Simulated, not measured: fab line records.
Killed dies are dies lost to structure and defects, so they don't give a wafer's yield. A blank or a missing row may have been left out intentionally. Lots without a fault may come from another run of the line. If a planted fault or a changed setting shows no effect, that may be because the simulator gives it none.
A sampling plan put to the test	flow nand harc	one line in one fab, 15 faults in these records, each fault weighed on the records of the lots it struck
The plan consists of the line's own looks: route steps at which the wafer is read by a gauge or an inspection but not changed. A look is open to judgement when struck wafers have a number at it and the file gives its usual mean and standard deviation on fault-free wafers. Caught: 4 or more of those standard deviations (sigma) separate the usual mean from the mean of the struck wafers at a look after the fault's first step. On the tool: the identical test, applied to the tool's own readings at the steps of the fault. A different recipe on the struck wafers counts as caught too, as does a record blank only for those wafers.

THE FAULTS, as the simulator had put them in
1. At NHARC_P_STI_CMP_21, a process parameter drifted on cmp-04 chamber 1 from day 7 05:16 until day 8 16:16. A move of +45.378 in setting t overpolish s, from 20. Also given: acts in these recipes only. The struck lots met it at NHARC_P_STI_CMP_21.
2. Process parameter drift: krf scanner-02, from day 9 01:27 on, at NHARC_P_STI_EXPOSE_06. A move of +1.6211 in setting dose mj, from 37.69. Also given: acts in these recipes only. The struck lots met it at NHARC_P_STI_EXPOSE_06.
3. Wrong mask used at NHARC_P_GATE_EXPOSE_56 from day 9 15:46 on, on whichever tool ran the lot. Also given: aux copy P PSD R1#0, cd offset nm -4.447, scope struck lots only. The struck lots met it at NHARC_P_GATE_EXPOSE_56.
4. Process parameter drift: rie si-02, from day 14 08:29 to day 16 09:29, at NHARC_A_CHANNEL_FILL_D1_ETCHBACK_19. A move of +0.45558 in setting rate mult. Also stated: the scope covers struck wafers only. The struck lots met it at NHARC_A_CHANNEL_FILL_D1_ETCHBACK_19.
5. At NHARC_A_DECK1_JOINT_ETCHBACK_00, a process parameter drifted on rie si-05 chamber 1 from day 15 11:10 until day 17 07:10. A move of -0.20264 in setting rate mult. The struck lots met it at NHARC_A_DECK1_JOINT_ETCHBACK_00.
6. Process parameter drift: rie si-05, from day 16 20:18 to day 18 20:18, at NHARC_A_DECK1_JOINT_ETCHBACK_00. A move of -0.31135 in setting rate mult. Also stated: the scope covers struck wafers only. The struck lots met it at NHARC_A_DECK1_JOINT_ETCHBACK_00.
7. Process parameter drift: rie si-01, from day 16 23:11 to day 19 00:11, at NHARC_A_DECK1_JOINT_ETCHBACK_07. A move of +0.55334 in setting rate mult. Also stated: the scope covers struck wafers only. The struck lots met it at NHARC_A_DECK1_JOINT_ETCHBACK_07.
8. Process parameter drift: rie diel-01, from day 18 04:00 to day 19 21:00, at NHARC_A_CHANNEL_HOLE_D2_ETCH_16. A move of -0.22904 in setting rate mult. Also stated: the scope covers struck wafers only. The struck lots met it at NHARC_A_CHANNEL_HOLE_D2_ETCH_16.
9. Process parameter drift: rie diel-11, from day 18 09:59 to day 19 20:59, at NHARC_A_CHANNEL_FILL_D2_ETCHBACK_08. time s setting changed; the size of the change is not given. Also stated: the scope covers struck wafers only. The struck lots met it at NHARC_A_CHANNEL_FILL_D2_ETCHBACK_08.
10. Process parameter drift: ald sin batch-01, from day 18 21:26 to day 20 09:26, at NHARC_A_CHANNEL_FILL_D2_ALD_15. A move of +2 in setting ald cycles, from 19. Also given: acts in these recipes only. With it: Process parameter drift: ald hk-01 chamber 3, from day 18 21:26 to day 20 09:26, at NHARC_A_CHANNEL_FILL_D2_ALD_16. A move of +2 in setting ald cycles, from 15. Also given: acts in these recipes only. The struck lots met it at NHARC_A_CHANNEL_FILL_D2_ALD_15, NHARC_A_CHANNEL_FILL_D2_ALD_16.
11. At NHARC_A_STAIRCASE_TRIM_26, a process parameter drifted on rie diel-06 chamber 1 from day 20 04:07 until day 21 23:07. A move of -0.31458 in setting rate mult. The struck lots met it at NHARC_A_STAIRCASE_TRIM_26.
12. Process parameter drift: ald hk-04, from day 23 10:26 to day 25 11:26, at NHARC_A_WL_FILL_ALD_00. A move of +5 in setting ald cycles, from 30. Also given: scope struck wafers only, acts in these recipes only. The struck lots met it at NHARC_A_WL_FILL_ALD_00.
13. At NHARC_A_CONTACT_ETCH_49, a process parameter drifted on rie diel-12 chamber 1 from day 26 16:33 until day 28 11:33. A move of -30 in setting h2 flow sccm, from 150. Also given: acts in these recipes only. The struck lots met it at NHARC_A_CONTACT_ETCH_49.
14. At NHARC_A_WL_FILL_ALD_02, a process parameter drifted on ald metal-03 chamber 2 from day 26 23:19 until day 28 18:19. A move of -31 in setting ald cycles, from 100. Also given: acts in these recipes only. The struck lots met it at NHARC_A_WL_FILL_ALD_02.
15. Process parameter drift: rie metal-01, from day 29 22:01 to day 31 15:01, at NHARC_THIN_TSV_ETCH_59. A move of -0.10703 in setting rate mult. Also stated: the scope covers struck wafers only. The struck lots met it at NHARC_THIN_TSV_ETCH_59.

WHAT THE PLAN SAW
fault	on the tool itself	first look that catches it	reading, sigma	median hours from its first step to that look	hours from the fault's start to the first struck lot there	judged looks passed uncaught
1	overpolish run s +99 or beyond sigma	not the one look that can be judged after it	-	-	-	1
2	exposure dose mJ cm2 +8.0 sigma	not the one look that can be judged after it	-	-	-	1
3	no reading that can be judged	no look after it can be judged	-	-	-	0
4	oes product au +24 sigma	no look after it can be judged	-	-	-	0
5	oes product au -12 sigma	none of the 2 looks that can be judged after it	-	-	-	2
6	oes product au -17 sigma	none of the 2 looks that can be judged after it	-	-	-	2
7	oes product au +29 sigma	no look after it can be judged	-	-	-	0
8	oes product au -9.6 sigma	NHARC_END_SORT_01	killed at array +16	270.4	290	0
9	run length s +57 sigma	not the one look that can be judged after it	-	-	-	1
10	under 2 sigma	no look after it can be judged	-	-	-	0
11	oes product au -15 sigma	NHARC_END_SORT_01	killed at array +35	197.9	240	0
12	under 2 sigma	not the one look that can be judged after it	-	-	-	1
13	h2 flow sccm -66 sigma	no look after it can be judged	-	-	-	0
14	under 2 sigma	no look after it can be judged	-	-	-	0
15	oes product au -4.9 sigma	not the one look that can be judged after it	-	-	-	1
A dash: this means the fault isn't caught or the number doesn't appear in these records.

Caught at a look: 2 of 15. Caught on the tool: 11 of 15. By one or the other: 11 of 15.
On the tool alone, faults 1, 2, 4, 5, 6, 7, 9, 13, 15 were caught.
Caught by neither: faults 3, 10, 12, 14.

THINNER SAMPLING
Were the look that catches a fault to measure just every second or every third lot (counted by lot number), the first struck lot would, at worst, be measured this late:
fault	struck lots at that look, in order of time	every lot	every second lot	every third lot
8	L447, L449	290 h	may miss all 2	may miss all 2
11	L316	240 h	may miss it	may miss it
Hours count from the start of the fault until the first struck lot that is measured. Since the struck wafers were tested as one group against 4 sigma, a single lot by itself may lie under the limit. Other struck lots may not be in these records.

THE LONGEST TIMED WAY FROM STEP TO LOOK
Fault 8: a median of 270.4 hours passes between NHARC_A_CHANNEL_HOLE_D2_ETCH_16 and NHARC_END_SORT_01. No look between them can be judged.
